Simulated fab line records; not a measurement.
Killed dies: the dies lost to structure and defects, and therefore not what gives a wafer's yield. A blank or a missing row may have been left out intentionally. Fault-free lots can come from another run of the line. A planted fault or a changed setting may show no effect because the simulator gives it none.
Matching of chambers || flow nand harc || rie si-01 running NHARC_A_WL_FILL_ETCHBACK_26: 4 sister chambers
The step etches the open film in HBr, target depth 52 nm, time 13.3 s. 8 wafers are shown with their chamber, then 10 later ones without.

== WAFERS WITH THEIR CHAMBER ==
{"wafer": "L084.4", "chamber": 0, "drypump motor current A (A)": 6.3, "oes product au (a.u.)": 0.991}
{"wafer": "L086.2", "chamber": 1, "drypump motor current A (A)": 5.4, "oes product au (a.u.)": 1.011}
{"wafer": "L086.4", "chamber": 3, "drypump motor current A (A)": 5.9, "oes product au (a.u.)": 1.007}
{"wafer": "L087.2", "chamber": 3, "drypump motor current A (A)": 5.9, "oes product au (a.u.)": 1.010}
{"wafer": "L087.3", "chamber": 0, "drypump motor current A (A)": 6.3, "oes product au (a.u.)": 0.986}
{"wafer": "L087.4", "chamber": 2, "drypump motor current A (A)": 5.8, "oes product au (a.u.)": 1.000}
{"wafer": "L088.3", "chamber": 2, "drypump motor current A (A)": 5.7, "oes product au (a.u.)": 0.997}
{"wafer": "L088.4", "chamber": 1, "drypump motor current A (A)": 5.4, "oes product au (a.u.)": 1.001}

== WAFERS WITH NO CHAMBER GIVEN ==
{"wafer": "L088.6", "drypump motor current A (A)": 5.4, "oes product au (a.u.)": 0.990}
{"wafer": "L092.3", "drypump motor current A (A)": 6.3, "oes product au (a.u.)": 0.997}
{"wafer": "L092.4", "drypump motor current A (A)": 5.4, "oes product au (a.u.)": 1.018}
{"wafer": "L092.5", "drypump motor current A (A)": 5.7, "oes product au (a.u.)": 0.993}
{"wafer": "L093.1", "drypump motor current A (A)": 6.3, "oes product au (a.u.)": 0.996}
{"wafer": "L093.2", "drypump motor current A (A)": 5.9, "oes product au (a.u.)": 1.004}
{"wafer": "L093.3", "drypump motor current A (A)": 5.4, "oes product au (a.u.)": 1.004}
{"wafer": "L094.2", "drypump motor current A (A)": 5.9, "oes product au (a.u.)": 0.994}
{"wafer": "L094.3", "drypump motor current A (A)": 5.4, "oes product au (a.u.)": 0.986}
{"wafer": "L094.5", "drypump motor current A (A)": 6.3, "oes product au (a.u.)": 0.985}

== EACH ONE'S CHAMBER ==
{"wafer": "L088.6", "from the rows above": 1, "in truth": 1}
{"wafer": "L092.3", "from the rows above": 0, "in truth": 0}
{"wafer": "L092.4", "from the rows above": 1, "in truth": 1}
{"wafer": "L092.5", "from the rows above": 2, "in truth": 2}
{"wafer": "L093.1", "from the rows above": 0, "in truth": 0}
{"wafer": "L093.2", "from the rows above": 3, "in truth": 3}
{"wafer": "L093.3", "from the rows above": 1, "in truth": 1}
{"wafer": "L094.2", "from the rows above": "can't be placed: 3 or 2", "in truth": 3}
{"wafer": "L094.3", "from the rows above": 1, "in truth": 1}
{"wafer": "L094.5", "from the rows above": 0, "in truth": 0}
Correctly placed: 9 of 10. Not placeable from these rows: 1 (in 1, the candidates include the true chamber). Wrongly placed: 0.
How it was worked out, from the rows above alone: a wafer's distance from a chamber is the root of the sum, over the readings, of the square of ((its reading less the chamber's mean) divided by the reading's scatter). The wafer belongs to the nearest chamber; if the next one is less than 2 further off, it can't be placed. The mean given for a chamber averages the wafers shown for that chamber. The scatter: the root of (the sum of the squares of (reading less its chamber's mean) over the shown wafers, divided by (wafers less chambers)).
